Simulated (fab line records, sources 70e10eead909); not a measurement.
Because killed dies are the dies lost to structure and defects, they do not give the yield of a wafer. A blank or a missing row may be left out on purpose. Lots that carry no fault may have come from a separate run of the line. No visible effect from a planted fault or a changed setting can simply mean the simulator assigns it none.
fab line records	flow nandHarc
record lots=24	wafers=72	lastDay=33
route steps=1302 shown A_ONON_D2@550 A_CHANNEL_HOLE_D2@595
lots with no fault: from the same line, run without faults
startH: the number of hours between the record's first day and the start of the first shown wafer of the lot	waitH: hours from the lot's prior step to this one	" unchanged from the row above	L1.1+2: a single row standing in for several wafers	- no value, or no start was given	* or withheld: withheld	< > ~ a bound
route shown NAME@n: a module of which the file shows steps, and the number in the route of the first	usual: mean/standard deviation of fault-free wafers	same: alike in all rows	chamber/n: place in a boat	sites: readings site by site	_std_site: standard deviation across them	_edge_site: inner sites' mean taken away from outer sites' mean	radiusMm: for every site, how far away it sits from the centre of the wafer	mask NAME#n: copy n	behind: the tool/chamber that last shaped the wafer	hold: why the lot went on hold/how many hours it stayed there/how the hold came to an end	device: the transistor (n, p or np) that didn't switch	end of line: the route-end tests of the same wafers	a step without rows: its recipe alone	killed: the dies lost at the first sort to structure and to defects; this is not the yield of the wafer	map: a wafer's dies, x killed, . not, _ none there
set.NAME: the setting the step ran with; set.NAME@STEP: the setting that earlier step ran with	model.NAME: the simulator's own value behind a step, which no gauge read
the route's steps for a sample of lots (tables are steps, rows are wafers)
services: from which hour (startH, from the record's first day; less than 0 if before it) a tool's chamber was out of use, for how many hours, and why
## steps
# step NHARC_A_ONON_D2_THK_MEAS_08
# recipe thkMeasGauge=ellipsometry
# usual thkNm=1002/9.4
lot.wafer	tool	chamber	startH	waitH	thkNm
L074.1	filmMetro-01	-	265.29	-	1009
L074.2	"	-	"	"	1010
L074.4	"	-	"	"	1008
L075.1	filmMetro-02	-	282.34	-	976
L075.3	"	-	"	"	976
L075.6	"	-	"	"	978
L077.4	filmMetro-02	-	303.42	-	1014
L077.5	"	-	"	"	1013
L077.6	"	-	"	"	1012
L076.1	filmMetro-02	-	303.54	-	995
L076.4	"	-	"	"	996
L076.5	"	-	"	"	998
L078.1	filmMetro-01	-	318.25	-	992
L078.2	"	-	"	"	992
L078.6	"	-	"	"	991
L080.2	filmMetro-02	-	325.34	-	1013
L080.3	"	-	"	"	1011
L080.5	"	-	"	"	1011
L079.1	filmMetro-01	-	325.42	-	1011
L079.4	"	-	"	"	1009
L079.6	"	-	"	"	1009
L081.2	filmMetro-01	-	348.06	-	999
L081.3	"	-	"	"	997
L081.4	"	-	"	"	999
L082.3	filmMetro-02	-	354.45	-	997
L082.4	"	-	"	"	998
L082.5	"	-	"	"	997
L083.3	filmMetro-01	-	360.26	-	1003
L083.4	"	-	"	"	1001
L083.6	"	-	"	"	1003
L085.1	filmMetro-01	-	379.22	-	1002
L085.3	"	-	"	"	1004
L085.4	"	-	"	"	1004
L084.1	filmMetro-01	-	379.28	-	1006
L084.5	"	-	"	"	1005
L084.6	"	-	"	"	1005
L086.2	filmMetro-02	-	391.67	-	998
L086.5	"	-	"	"	999
L086.6	"	-	"	"	1000
L087.1	filmMetro-01	-	400.00	-	993
L087.2	"	-	"	"	995
L087.6	"	-	"	"	997
L089.1	filmMetro-01	-	423.50	-	1013
L089.2	"	-	"	"	1013
L089.6	"	-	"	"	1012
L088.1	filmMetro-02	-	423.69	-	1019
L088.4	"	-	"	"	1019
L088.5	"	-	"	"	1018
L091.1	filmMetro-01	-	437.36	-	1002
L091.2	"	-	"	"	1000
L091.4	"	-	"	"	1001
L090.1	filmMetro-02	-	437.36	-	988
L090.4	"	-	"	"	988
L090.6	"	-	"	"	987
L092.2	filmMetro-02	-	449.20	-	1001
L092.4	"	-	"	"	1003
L092.6	"	-	"	"	999
L093.1	filmMetro-02	-	470.96	-	993
L093.2	"	-	"	"	994
L093.5	"	-	"	"	994
L094.1	filmMetro-02	-	476.73	-	1013
L094.4	"	-	"	"	1014
L094.5	"	-	"	"	1014
L095.2	filmMetro-01	-	487.89	-	1008
L095.4	"	-	"	"	1010
L095.5	"	-	"	"	1010
L096.2	filmMetro-01	-	496.28	-	992
L096.4	"	-	"	"	990
L096.6	"	-	"	"	991
L097.2	filmMetro-02	-	496.40	-	1005
L097.4	"	-	"	"	1006
L097.6	"	-	"	"	1006
# step NHARC_A_ONON_D2_THK_MEAS_11
# recipe thkMeasGauge=ellipsometry
# usual thkNm=1002/10
lot.wafer	tool	chamber	startH	waitH	thkNm
L074.1	filmMetro-01	-	265.85	-	1001
L074.2	"	-	"	"	1001
L074.4	"	-	"	"	999
L075.1	filmMetro-01	-	282.91	-	1010
L075.3	"	-	"	"	1010
L075.6	"	-	"	"	1009
L077.4	filmMetro-01	-	303.99	-	974
L077.5	"	-	"	"	975
L077.6	"	-	"	"	973
L076.1	filmMetro-02	-	304.10	-	988
L076.4	"	-	"	"	989
L076.5	"	-	"	"	989
L078.1	filmMetro-01	-	318.81	-	1005
L078.2	"	-	"	"	1004
L078.6	"	-	"	"	1003
L080.2	filmMetro-02	-	325.90	-	1006
L080.3	"	-	"	"	1007
L080.5	"	-	"	"	1008
L079.1	filmMetro-02	-	325.98	-	1001
L079.4	"	-	"	"	1003
L079.6	"	-	"	"	999
L081.2	filmMetro-02	-	348.64	-	1007
L081.3	"	-	"	"	1007
L081.4	"	-	"	"	1005
L082.3	filmMetro-02	-	355.01	-	998
L082.4	"	-	"	"	1000
L082.5	"	-	"	"	998
L083.3	filmMetro-02	-	360.83	-	1013
L083.4	"	-	"	"	1014
L083.6	"	-	"	"	1013
L085.1	filmMetro-01	-	379.79	-	998
L085.3	"	-	"	"	1000
L085.4	"	-	"	"	998
L084.1	filmMetro-01	-	379.86	-	1004
L084.5	"	-	"	"	1004
L084.6	"	-	"	"	1004
L086.2	filmMetro-02	-	392.23	-	1021
L086.5	"	-	"	"	1023
L086.6	"	-	"	"	1020
L087.1	filmMetro-01	-	400.57	-	991
L087.2	"	-	"	"	991
L087.6	"	-	"	"	991
L089.1	filmMetro-01	-	424.07	-	999
L089.2	"	-	"	"	996
L089.6	"	-	"	"	999
L088.1	filmMetro-02	-	424.25	-	1000
L088.4	"	-	"	"	997
L088.5	"	-	"	"	997
L091.1	filmMetro-02	-	437.93	-	1011
L091.2	"	-	"	"	1012
L091.4	"	-	"	"	1012
L090.1	filmMetro-01	-	437.93	-	1000
L090.4	"	-	"	"	998
L090.6	"	-	"	"	1000
L092.2	filmMetro-01	-	449.77	-	1011
L092.4	"	-	"	"	1013
L092.6	"	-	"	"	1014
L093.1	filmMetro-01	-	471.53	-	996
L093.2	"	-	"	"	996
L093.5	"	-	"	"	995
L094.1	filmMetro-02	-	477.29	-	1009
L094.4	"	-	"	"	1010
L094.5	"	-	"	"	1008
L095.2	filmMetro-01	-	488.45	-	983
L095.4	"	-	"	"	986
L095.5	"	-	"	"	984
L096.2	filmMetro-01	-	496.85	-	1003
L096.4	"	-	"	"	1005
L096.6	"	-	"	"	1003
L097.2	filmMetro-02	-	496.97	-	1013
L097.4	"	-	"	"	1014
L097.6	"	-	"	"	1014
# step NHARC_A_ONON_D2_DEP_33
# recipe targetThkA=2000	tempC=400	pressureTorr=6.5	rfW=900	teosFlowSccm=161.4	flowSccm=2650	targetThkNm=200	gas=O2	material=SiO2
# usual heaterPowerW=513/62	throttleValvePct=16.0/0.69
lot.wafer	tool	chamber	startH	waitH	heaterPowerW	sinceWetCleanH	throttleValvePct
L074.2	pecvd-02	2	276.94	0.2	438	37	16.4
L074.1	"	0	"	"	578	37	15.1
L074.4	"	0	"	"	595	-	15.1
L075.3	pecvd-02	2	294.25	0.1	344	54	16.5
L075.1	"	0	"	"	628	54	15.2
L075.6	"	0	"	"	622	-	15.3
L077.5	pecvd-04	0	314.91	0.3	497	-	16.3
L077.6	"	1	"	"	484	-	15.6
L077.4	"	2	"	"	545	-	16.8
L076.1	pecvd-04	1	315.14	0.2	496	33	15.5
L076.5	"	2	"	"	510	-	16.6
L076.4	"	1	"	"	505	-	15.4
L078.1	pecvd-01	1	329.07	0.1	451	5	17.1
L078.2	"	2	"	"	550	5	15.2
L078.6	"	2	"	"	561	-	15.4
L080.3	pecvd-01	0	336.54	0.1	474	12	15.9
L080.2	"	2	"	"	550	12	15.2
L080.5	"	1	"	"	609	-	17.0
L079.1	pecvd-02	1	336.64	0.1	550	97	15.6
L079.6	"	0	"	"	674	-	15.3
L079.4	"	1	"	"	542	-	15.7
L081.2	pecvd-02	0	361.00	0.1	670	121	15.4
L081.3	"	1	"	"	553	121	15.6
L081.4	"	2	"	"	389	-	16.7
L082.3	pecvd-01	1	365.32	0.1	550	41	17.0
L082.4	"	0	"	"	450	-	16.1
L082.5	"	2	"	"	526	-	15.4
L083.3	pecvd-01	2	371.73	0.1	512	47	15.6
L083.4	"	1	"	"	545	-	16.9
L083.6	"	0	"	"	539	-	16.1
L085.1	pecvd-04	0	390.10	0.1	422	108	16.3
L085.3	"	1	"	"	572	-	15.5
L085.4	"	0	"	"	432	-	16.4
L084.1	pecvd-01	0	390.13	0.1	547	66	16.0
L084.5	"	1	"	"	526	-	17.0
L084.6	"	0	"	"	543	-	16.1
L086.2	pecvd-04	2	402.87	0.1	539	121	16.6
L086.6	"	0	"	"	519	-	16.5
L086.5	"	1	"	"	510	-	15.7
L087.2	pecvd-01	1	411.24	0.1	603	87	17.2
L087.1	"	2	"	"	532	87	15.1
L087.6	"	0	"	"	478	-	16.3
L088.1	pecvd-01	1	435.00	0.1	607	111	17.1
L088.4	"	1	"	"	449	-	17.2
L088.5	"	2	"	"	434	-	15.4
L089.2	pecvd-02	1	435.03	0.1	475	14	14.9
L089.1	"	0	"	"	601	14	15.4
L089.6	"	2	"	"	427	-	16.6
L091.2	pecvd-04	0	448.60	0.1	504	166	16.4
L091.1	"	1	"	"	590	166	15.4
L091.4	"	1	"	"	571	-	15.6
L090.1	pecvd-02	1	448.68	0.1	493	27	14.9
L090.6	"	0	"	"	649	-	15.2
L090.4	"	1	"	"	502	-	15.1
L092.2	pecvd-01	1	460.14	0.1	509	136	17.2
L092.6	"	0	"	"	541	-	16.3
L092.4	"	1	"	"	540	-	17.1
L093.1	pecvd-02	0	485.31	0.2	581	64	15.5
L093.2	"	1	"	"	463	64	15.3
L093.5	"	1	"	"	484	-	15.4
L094.1	pecvd-01	2	485.41	0.3	515	161	15.4
L094.4	"	2	"	"	501	-	15.5
L094.5	"	0	"	"	493	-	16.4
L095.2	pecvd-04	2	499.62	0.1	387	36	16.3
L095.5	"	0	"	"	493	-	16.2
L095.4	"	1	"	"	489	-	15.5
L096.2	pecvd-04	0	507.83	0.1	484	45	15.8
L096.4	"	2	"	"	505	-	16.2
L096.6	"	1	"	"	504	-	15.5
L097.2	pecvd-01	2	507.92	0.1	438	3	15.8
L097.4	"	2	"	"	437	-	15.5
L097.6	"	0	"	"	525	-	16.1
# step NHARC_A_ONON_D2_THK_MEAS_34
# recipe thkMeasGauge=ellipsometry
# usual thkNm=199.5/2.7
lot.wafer	tool	chamber	startH	waitH	thkNm
L074.1	filmMetro-02	-	277.31	-	199.7
L074.2	"	-	"	"	198.7
L074.4	"	-	"	"	202.0
L075.1	filmMetro-02	-	294.66	-	199.2
L075.3	"	-	"	"	196.5
L075.6	"	-	"	"	202.6
L077.4	filmMetro-01	-	315.19	-	203.1
L077.5	"	-	"	"	200.9
L077.6	"	-	"	"	202.3
L076.1	filmMetro-02	-	315.47	-	199.6
L076.4	"	-	"	"	203.2
L076.5	"	-	"	"	201.6
L078.1	filmMetro-01	-	329.49	-	197.6
L078.2	"	-	"	"	198.4
L078.6	"	-	"	"	195.1
L080.2	filmMetro-01	-	336.95	-	201.7
L080.3	"	-	"	"	197.1
L080.5	"	-	"	"	203.5
L079.1	filmMetro-02	-	337.01	-	199.5
L079.4	"	-	"	"	209.0
L079.6	"	-	"	"	203.5
L081.2	filmMetro-01	-	361.37	-	198.6
L081.3	"	-	"	"	199.9
L081.4	"	-	"	"	199.2
L082.3	filmMetro-02	-	365.69	-	194.6
L082.4	"	-	"	"	198.0
L082.5	"	-	"	"	202.0
L083.3	filmMetro-01	-	372.10	-	198.7
L083.4	"	-	"	"	198.7
L083.6	"	-	"	"	200.5
L084.1	filmMetro-01	-	390.45	-	198.2
L084.5	"	-	"	"	200.2
L084.6	"	-	"	"	198.5
L085.1	filmMetro-01	-	390.58	0.4	196.6
L085.3	"	-	"	"	201.8
L085.4	"	-	"	"	201.5
L086.2	filmMetro-01	-	403.28	-	197.0
L086.5	"	-	"	"	197.7
L086.6	"	-	"	"	197.0
L087.1	filmMetro-02	-	411.65	-	193.0
L087.2	"	-	"	"	193.0
L087.6	"	-	"	"	200.6
L088.1	filmMetro-01	-	435.42	-	200.0
L088.4	"	-	"	"	201.6
L088.5	"	-	"	"	199.6
L089.1	filmMetro-02	-	435.45	-	198.9
L089.2	"	-	"	"	197.2
L089.6	"	-	"	"	196.3
L090.1	filmMetro-02	-	449.00	-	197.8
L090.4	"	-	"	"	201.6
L090.6	"	-	"	"	200.3
L091.1	filmMetro-01	-	449.01	-	201.7
L091.2	"	-	"	"	200.0
L091.4	"	-	"	"	204.3
L092.2	filmMetro-02	-	460.47	-	197.4
L092.4	"	-	"	"	199.1
L092.6	"	-	"	"	202.4
L093.1	filmMetro-01	-	485.73	-	197.8
L093.2	"	-	"	"	198.1
L093.5	"	-	"	"	197.5
L094.1	filmMetro-01	-	485.82	-	198.7
L094.4	"	-	"	"	202.0
L094.5	"	-	"	"	200.8
L095.2	filmMetro-02	-	499.94	-	198.9
L095.4	"	-	"	"	197.7
L095.5	"	-	"	"	198.6
L096.2	filmMetro-01	-	508.19	-	194.5
L096.4	"	-	"	"	201.6
L096.6	"	-	"	"	202.4
L097.2	filmMetro-02	-	508.34	-	198.4
L097.4	"	-	"	"	200.6
L097.6	"	-	"	"	197.8
# step NHARC_A_CHANNEL_HOLE_D2_ETCH_23
# recipe biasV=5000	sourceW=withheld	pressureMtorr=20	timeS=819	arFlowSccm=375	c4f8FlowSccm=89.3	o2FlowSccm=35.7	tempC=-20	targetDepthA=16000	chemistry=C4F8/O2/Ar
# usual drypumpMotorCurrentA=6.0/0.43	heBacksideLeakSccm=6.1/0.74	oesAirLineAu=0.997/0.022	showerheadPlenumPTorr=3.73/0.11	tempC=-20.00/0.1	throttleValvePct=32.155/0.0086
lot.wafer	tool	chamber	startH	waitH	drypumpMotorCurrentA	heBacksideLeakSccm	oesAirLineAu	rfHoursCounterH	showerheadPlenumPTorr	tempC	throttleValvePct
L074.2	harEtch-02	0	282.98	0.5	5.8	6.1	1.011	354	3.61	-20.02	32.151
L074.1	"	1	"	"	6.4	6.3	0.985	354	3.73	-19.94	32.157
L074.4	"	0	"	"	5.8	6.1	1.016	-	3.61	-20.08	32.155
L075.1	harEtch-01	1	301.09	0.5	6.4	6.8	0.984	154	3.85	-20.06	32.162
L075.3	"	1	"	"	6.4	6.9	0.978	-	3.85	-20.08	32.143
L075.6	"	0	"	"	5.4	5.8	1.016	-	3.66	-20.05	32.151
L077.4	harEtch-01	0	321.05	0.5	5.4	5.8	0.970	-	3.65	-19.96	32.153
L077.5	"	0	"	"	5.4	5.5	0.956	-	3.65	-19.89	32.161
L077.6	"	1	"	"	6.4	6.7	0.976	-	3.84	-19.94	32.161
L076.1	harEtch-02	0	322.32	0.5	5.8	6.6	0.985	377	3.59	-19.91	32.144
L076.4	"	0	"	"	5.8	6.5	1.016	-	3.59	-20.18	32.161
L076.5	"	1	"	"	6.4	6.4	1.010	-	3.72	-19.77	32.163
L078.2	harEtch-01	0	339.87	0.5	5.4	5.6	0.972	173	3.65	-20.09	32.154
L078.1	"	1	"	"	6.4	6.8	0.992	173	3.83	-20.03	32.160
L078.6	"	1	"	"	6.4	7.0	1.025	-	3.83	-20.01	32.151
L080.2	harEtch-01	1	344.04	0.5	6.3	6.7	0.993	177	3.83	-20.08	32.170
L080.3	"	1	"	"	6.3	6.8	1.000	-	3.83	-19.94	32.161
L080.5	"	1	"	"	6.4	7.0	0.976	-	3.83	-19.95	32.161
L079.1	harEtch-02	1	345.31	0.5	6.4	6.5	1.051	392	3.71	-20.04	32.173
L079.4	"	0	"	"	5.8	6.6	1.015	-	3.59	-20.15	32.156
L079.6	"	0	"	"	5.9	6.5	1.032	-	3.59	-20.17	32.149
L081.2	harEtch-01	0	367.28	0.5	5.4	5.8	1.019	188	3.64	-20.21	32.163
L081.4	"	0	"	"	5.4	6.2	0.974	-	3.64	-20.09	32.152
L081.3	"	1	"	"	6.4	6.8	0.989	-	3.83	-19.94	32.143
L082.4	harEtch-02	1	371.50	0.5	6.4	6.3	0.985	-	3.71	-19.82	32.165
L082.3	"	0	"	"	5.8	6.7	0.990	-	3.58	-20.08	32.161
L082.5	"	1	"	"	6.4	6.5	0.992	-	3.71	-19.84	32.144
L083.3	harEtch-01	1	383.33	0.5	6.4	6.6	1.018	-	3.82	-20.11	32.156
L083.4	"	0	"	"	5.4	5.8	0.978	-	3.63	-20.08	32.151
L083.6	"	0	"	"	5.4	10.1	0.976	-	3.63	-20.03	32.156
L084.1	harEtch-02	1	400.12	0.5	6.4	5.2	0.966	1	3.70	-19.95	32.145
L084.5	"	1	"	"	6.4	5.2	0.984	-	3.70	-20.07	32.148
L084.6	"	0	"	"	5.8	5.2	0.967	-	3.93	-20.02	32.163
L085.1	harEtch-01	0	403.27	0.5	5.4	6.1	0.992	219	3.62	-20.02	32.153
L085.3	"	0	"	"	5.4	5.9	0.975	-	3.62	-19.90	32.148
L085.4	"	1	"	"	6.4	7.0	0.956	-	3.81	-19.83	32.155
L086.2	harEtch-01	1	409.00	0.5	6.4	6.9	0.992	223	3.81	-19.92	32.158
L086.6	"	0	"	"	5.4	5.7	1.003	-	3.62	-19.94	32.167
L086.5	"	1	"	"	6.4	6.8	0.989	-	3.81	-19.94	32.147
L087.2	harEtch-01	1	417.35	0.5	6.4	7.1	1.004	230	3.80	-19.95	32.159
L087.1	"	0	"	"	5.4	5.9	0.994	230	3.62	-19.87	32.176
L087.6	"	1	"	"	6.4	6.9	1.036	-	3.80	-19.97	32.160
L088.1	harEtch-01	1	444.74	0.5	6.4	7.2	0.998	242	3.80	-20.09	32.154
L088.4	"	0	"	"	5.4	5.8	0.988	-	3.61	-20.04	32.157
L088.5	"	0	"	"	5.4	6.2	1.009	-	3.61	-20.07	32.149
L089.2	harEtch-02	1	444.78	0.5	6.4	5.8	1.011	28	3.69	-19.97	32.165
L089.1	"	0	"	"	5.8	5.3	0.979	28	3.92	-19.98	32.168
L089.6	"	0	"	"	5.8	5.0	0.950	-	3.92	-20.05	32.138
L090.1	harEtch-01	1	455.58	0.5	6.4	6.9	1.026	250	3.79	-20.24	32.162
L090.4	"	1	"	"	6.4	7.2	1.010	-	3.79	-20.04	32.149
L090.6	"	0	"	"	5.4	5.8	0.973	-	3.61	-19.99	32.130
L091.1	harEtch-02	1	455.88	0.5	6.4	4.9	1.011	36	3.68	-20.05	32.154
L091.2	"	0	"	"	5.9	5.5	0.941	36	3.91	-19.84	32.142
L091.4	"	1	"	"	6.4	5.0	1.005	-	3.68	-20.14	32.156
L092.2	harEtch-02	1	468.26	0.5	6.4	5.7	1.003	40	3.68	-20.15	32.155
L092.4	"	0	"	"	5.9	5.3	1.034	-	3.91	-19.99	32.164
L092.6	"	0	"	"	5.9	5.4	1.004	-	3.91	-20.13	32.160
L093.1	harEtch-01	0	492.36	0.5	5.4	5.8	1.042	261	3.60	-19.97	32.157
L093.2	"	1	"	"	6.4	7.1	0.965	261	3.79	-20.14	32.136
L093.5	"	0	"	"	5.4	6.1	1.036	-	3.60	-20.09	32.132
L094.1	harEtch-02	0	493.23	0.5	5.9	5.4	1.010	47	3.91	-19.96	32.160
L094.4	"	0	"	"	5.9	5.4	0.992	-	3.91	-20.18	32.149
L094.5	"	0	"	"	5.9	5.3	0.986	-	3.91	-19.96	32.156
L095.2	harEtch-02	0	508.91	0.5	5.8	5.4	1.017	55	3.90	-20.06	32.159
L095.4	"	1	"	"	6.4	4.9	1.001	-	3.67	-19.91	32.150
L095.5	"	0	"	"	5.8	5.3	0.993	-	3.90	-20.01	32.155
L096.2	harEtch-01	0	513.79	0.5	5.4	5.8	0.986	272	3.59	-19.99	32.162
L096.4	"	0	"	"	5.4	5.7	0.956	-	3.60	-19.93	32.166
L096.6	"	1	"	"	6.4	7.3	1.007	-	3.78	-20.09	32.146
L097.2	harEtch-02	1	513.96	0.5	6.4	5.1	1.036	59	3.67	-20.16	32.152
L097.4	"	1	"	"	6.4	5.5	1.009	-	3.67	-19.94	32.161
L097.6	"	0	"	"	5.8	5.3	0.999	-	3.90	-19.65	32.161
# step NHARC_A_CHANNEL_HOLE_D2_ETCH_27
# recipe biasV=400	sourceW=2000	pressureMtorr=25	timeS=90	arFlowSccm=375	c4f8FlowSccm=41.7	o2FlowSccm=83.3	tempC=-20	targetDepthA=4000	chemistry=C4F8/O2/Ar
# usual drypumpMotorCurrentA=6.0/0.43	heBacksideLeakSccm=6.1/0.76	oesAirLineAu=1.002/0.02	showerheadPlenumPTorr=3.77/0.11	tempC=-19.99/0.098	throttleValvePct=27.620/0.01
lot.wafer	tool	chamber	startH	waitH	drypumpMotorCurrentA	heBacksideLeakSccm	oesAirLineAu	rfHoursCounterH	showerheadPlenumPTorr	tempC	throttleValvePct
L074.2	harEtch-02	0	285.50	0.2	5.8	6.4	0.976	356	3.64	-19.96	27.628
L074.1	"	1	"	"	6.4	5.9	0.995	356	3.77	-20.05	27.625
L074.4	"	0	"	"	5.8	6.3	1.006	-	3.64	-19.93	27.632
L075.1	harEtch-01	1	303.54	0.2	6.4	6.8	1.053	156	3.89	-20.12	27.611
L075.3	"	1	"	"	6.4	6.8	1.044	-	3.89	-20.17	27.611
L075.6	"	0	"	"	5.4	5.4	0.991	-	3.70	-20.04	27.621
L077.4	harEtch-01	0	323.42	0.2	5.4	5.8	0.971	-	3.69	-19.93	27.620
L077.5	"	0	"	"	5.4	5.9	0.996	-	3.69	-19.95	27.629
L077.6	"	1	"	"	6.4	6.6	1.026	-	3.88	-19.99	27.609
L076.1	harEtch-02	0	324.77	0.2	5.9	6.7	0.978	379	3.63	-20.09	27.618
L076.4	"	0	"	"	5.9	6.5	0.997	-	3.63	-19.99	27.621
L076.5	"	1	"	"	6.4	6.6	1.005	-	3.76	-20.14	27.626
L078.2	harEtch-01	0	342.42	0.2	5.4	5.8	1.028	175	3.68	-19.96	27.617
L078.1	"	1	"	"	6.4	6.5	0.986	175	3.88	-19.93	27.620
L078.6	"	1	"	"	6.4	6.6	0.951	-	3.88	-19.97	27.606
L080.2	harEtch-01	1	346.60	0.2	6.4	6.8	1.035	179	3.88	-20.02	27.622
L080.3	"	1	"	"	6.4	6.9	1.011	-	3.88	-20.03	27.609
L080.5	"	1	"	"	6.4	6.9	1.033	-	3.88	-20.08	27.622
L079.1	harEtch-02	1	347.77	0.2	6.4	6.3	1.037	395	3.75	-20.22	27.620
L079.4	"	0	"	"	5.8	6.6	0.990	-	3.62	-20.08	27.611
L079.6	"	0	"	"	5.8	6.6	0.993	-	3.62	-20.04	27.616
L081.2	harEtch-01	0	369.84	0.2	5.4	5.9	1.026	191	3.68	-20.07	27.612
L081.4	"	0	"	"	5.4	5.7	1.022	-	3.68	-19.94	27.607
L081.3	"	1	"	"	6.4	6.7	0.987	-	3.87	-19.89	27.604
L082.4	harEtch-02	1	373.86	0.2	6.4	6.6	1.000	-	3.75	-20.00	27.617
L082.3	"	0	"	"	5.8	6.5	1.008	-	3.61	-20.01	27.607
L082.5	"	1	"	"	6.4	6.5	0.992	-	3.75	-19.92	27.625
L083.3	harEtch-01	1	385.68	0.2	6.4	6.9	1.003	-	3.86	-20.01	27.611
L083.4	"	0	"	"	5.4	5.7	0.991	-	3.67	-19.90	27.611
L083.6	"	0	"	"	5.4	5.7	0.983	-	3.67	-19.83	27.634
L084.1	harEtch-02	1	402.69	0.2	6.4	4.7	1.016	4	3.74	-20.09	27.625
L084.5	"	1	"	"	6.4	5.0	0.995	-	3.74	-19.99	27.630
L084.6	"	0	"	"	5.9	6.5	0.978	-	3.98	-20.08	27.629
L085.1	harEtch-01	0	405.81	0.2	5.4	6.0	1.018	221	3.66	-19.92	27.645
L085.3	"	0	"	"	5.4	6.0	1.025	-	3.66	-19.95	27.620
L085.4	"	1	"	"	6.4	7.1	1.011	-	3.85	-19.81	27.616
L086.2	harEtch-01	1	411.46	0.2	6.4	10.8	0.995	225	3.85	-19.89	27.627
L086.6	"	0	"	"	5.4	6.0	1.041	-	3.66	-19.82	27.634
L086.5	"	1	"	"	6.4	7.1	1.025	-	3.85	-19.90	27.623
L087.2	harEtch-01	1	419.92	0.2	6.4	7.1	1.029	233	3.84	-20.00	27.620
L087.1	"	0	"	"	5.4	6.0	0.985	233	3.65	-20.21	27.618
L087.6	"	1	"	"	6.4	7.1	0.977	-	3.84	-19.93	27.614
L088.1	harEtch-01	1	447.19	0.2	6.4	7.1	1.018	244	3.84	-19.95	27.612
L088.4	"	0	"	"	5.4	5.6	0.968	-	3.65	-20.01	27.625
L088.5	"	0	"	"	5.4	5.6	0.997	-	3.65	-19.80	27.603
L089.2	harEtch-02	1	447.31	0.2	6.4	5.1	0.991	30	3.73	-19.89	27.604
L089.1	"	0	"	"	5.9	5.4	1.004	30	3.96	-19.75	27.630
L089.6	"	0	"	"	5.9	5.3	0.992	-	3.96	-20.02	27.628
L090.1	harEtch-01	1	458.04	0.2	6.4	7.6	0.987	252	3.83	-20.12	27.617
L090.4	"	1	"	"	6.4	7.3	1.001	-	3.83	-19.90	27.618
L090.6	"	0	"	"	5.4	5.9	0.983	-	3.64	-20.11	27.626
L091.1	harEtch-02	1	458.41	0.2	6.4	5.8	1.007	38	3.72	-19.89	27.622
L091.2	"	0	"	"	5.9	5.4	0.966	38	3.96	-19.92	27.622
L091.4	"	1	"	"	6.4	5.5	1.012	-	3.72	-19.96	27.622
L092.2	harEtch-02	1	470.79	0.2	6.4	4.9	1.019	42	3.72	-20.01	27.614
L092.4	"	0	"	"	5.9	5.4	1.017	-	3.96	-20.07	27.600
L092.6	"	0	"	"	5.8	5.2	1.018	-	3.96	-19.98	27.612
L093.1	harEtch-01	0	494.89	0.2	5.4	6.2	1.003	263	3.64	-20.08	27.600
L093.2	"	1	"	"	6.4	7.4	0.993	263	3.83	-19.87	27.628
L093.5	"	0	"	"	5.4	6.0	0.974	-	3.64	-20.08	27.623
L094.1	harEtch-02	0	495.69	0.2	5.8	5.5	1.032	50	3.95	-19.93	27.619
L094.4	"	0	"	"	5.8	5.3	1.011	-	3.95	-19.91	27.613
L094.5	"	0	"	"	5.9	5.6	0.992	-	3.95	-20.02	27.628
L095.2	harEtch-02	0	511.36	0.2	5.9	5.4	0.983	57	3.95	-19.85	27.621
L095.4	"	1	"	"	6.4	5.4	0.990	-	3.71	-19.97	27.613
L095.5	"	0	"	"	5.9	5.3	0.981	-	3.95	-19.96	27.623
L096.2	harEtch-01	0	516.34	0.2	5.4	6.3	1.002	274	3.63	-20.02	27.622
L096.4	"	0	"	"	5.4	6.0	0.980	-	3.63	-20.03	27.606
L096.6	"	1	"	"	6.4	7.0	0.990	-	3.82	-20.01	27.627
L097.2	harEtch-02	1	516.48	0.2	6.4	6.0	1.030	61	3.71	-19.94	27.605
L097.4	"	1	"	"	6.4	5.8	1.015	-	3.71	-19.96	27.613
L097.6	"	0	"	"	5.9	5.5	0.964	-	3.95	-20.09	27.640
## services
tool	chamber	startH	hours	kind
pecvd-04	-	269.20	13.0	pm
pecvd-04	1	282.62	10.5	repair
pecvd-01	-	311.36	13.0	pm
pecvd-01	0	311.36	13.0	ventCycle
pecvd-01	1	311.36	13.0	ventCycle
pecvd-01	2	311.36	17.4	ventCycle
pecvd-01	0	324.36	-	clean
pecvd-01	1	324.36	-	clean
harEtch-01	-	353.53	1.2	repair
harEtch-02	-	367.14	1.8	repair
harEtch-02	-	381.69	17.0	pm
harEtch-02	0	381.69	17.0	ventCycle
harEtch-02	1	381.69	17.0	ventCycle
harEtch-02	0	398.69	-	clean
harEtch-02	0	398.69	-	consumableReplace:focusRing
harEtch-02	0	398.69	-	consumableReplace:showerhead
harEtch-02	1	398.69	-	clean
harEtch-02	1	398.69	-	consumableReplace:focusRing
pecvd-02	-	408.33	13.0	pm
pecvd-01	0	411.89	13.7	repair
pecvd-02	0	449.69	3.1	repair
pecvd-04	-	450.20	13.0	pm
pecvd-01	-	492.36	13.0	pm
pecvd-01	0	492.36	13.0	ventCycle
## key
fault none
